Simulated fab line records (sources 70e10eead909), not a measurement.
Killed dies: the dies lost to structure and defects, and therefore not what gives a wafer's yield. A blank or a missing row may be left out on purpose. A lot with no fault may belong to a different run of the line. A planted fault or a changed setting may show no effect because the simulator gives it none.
Code-filled problem report in 8D (eight disciplines) form ; flow nand-harc ; the parts of the form that need people (team, actions taken, sign-off) are left out

== 1. THE PROBLEM ==
At NHARC_END_SORT_01, killed-at-array averages 418 over 2 wafers from 2 lots, while fault-free wafers read 46, standard deviation 16. That puts it +23 standard deviations away from the usual mean.
First observed at day 28 13:08: wafer L575.4, on prober-02. At this step, 6 wafers from 2 lots have a number in the record. Rule for "out", or "out of limits": more than 4 standard deviations from the usual mean. All remaining wafers that have a number are taken as sound.

== 2. WHAT IT IS, AND WHAT IT ISN'T ==
question;is;is not
which readings at this step;killed-at-array, killed-dies;killed-at-other, killed-at-periphery, killed-short
which lots;L575, L578;-
which wafers of those lots;L575.4, L578.4;L575.2, L575.3, L578.1, L578.3
read on which gauges;prober-02;-
when;from day 28 13:08;"up to then (2 sound wafers); but 2 sound wafers of L578 came after"

== 3. SUSPECTS, AND WHAT RULES EACH OUT ==
Counting: a tool at a process step up to the reading stays a suspect if it ran every lot that is out. Sound lots after the first of them don't rule it out here, since some wafers of a struck lot are sound.
- the gauge at NHARC_END_SORT_01: ruled out. All the wafers that are out were read on prober-02, but those of them that NHARC_A_CHANNEL_HOLE_D1_ETCH_16 has rows for are out there too, on other tools.
- rie-diel-07 at NHARC_A_CHANNEL_HOLE_D1_ETCH_16 (etches the open film in O2/COS, target depth 3100 nm, time 806 s): kept. It ran every lot that is out, first L575 (day 12 00:22). On those wafers its own readings are out: oes-product-au.
Remaining after the count: rie-diel-07 at NHARC_A_CHANNEL_HOLE_D1_ETCH_16.

== 4. THE CAUSE (what the simulator had put in) ==
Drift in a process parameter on rie-diel-07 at NHARC_A_CHANNEL_HOLE_D1_ETCH_16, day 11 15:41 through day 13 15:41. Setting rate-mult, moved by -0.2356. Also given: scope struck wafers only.
Counting left only this tool.

== 5. THE EFFECT CHAIN, in route order ==
Each row: a reading where the mean over the struck wafers with a number is more than 3 standard deviations away from the usual. Only readings whose record carries a usual standard deviation are examined. hours: median over the lots of the time between each lot's start at the first step of this table that gives one and its start at this step. sigmas: the change, counted in usual standard deviations.
hours;step;reading;usual;on struck wafers;change;sigmas
0;NHARC_A_CHANNEL_HOLE_D1_ETCH_16;oes-product-au;1.002 a.u.;0.849;-0.153;-18
390;NHARC_END_SORT_01;killed-at-array;46;418;+372;+23
390;NHARC_END_SORT_01;killed-dies;51;422;+371;+22
Process steps it contains:
- NHARC_A_CHANNEL_HOLE_D1_ETCH_16: etches the open film in O2/COS, target depth 3100 nm, time 806 s.

== 6. WHAT WOULD HAVE CAUGHT IT SOONER ==
405 hours passed between the start of the fault at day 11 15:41 and the first reading out of limits at a measuring or inspecting step in this record, taken at day 28 13:08.
The tool's own readings at NHARC_A_CHANNEL_HOLE_D1_ETCH_16 were out on every struck wafer that the step has a row for (oes-product-au): an alarm limit on them would have fired on the first of those.
All the lots that are out (2) had begun NHARC_A_CHANNEL_HOLE_D1_ETCH_16 on rie-diel-07 by day 28 13:08. None of them would have been spared by holding the tool at that moment.
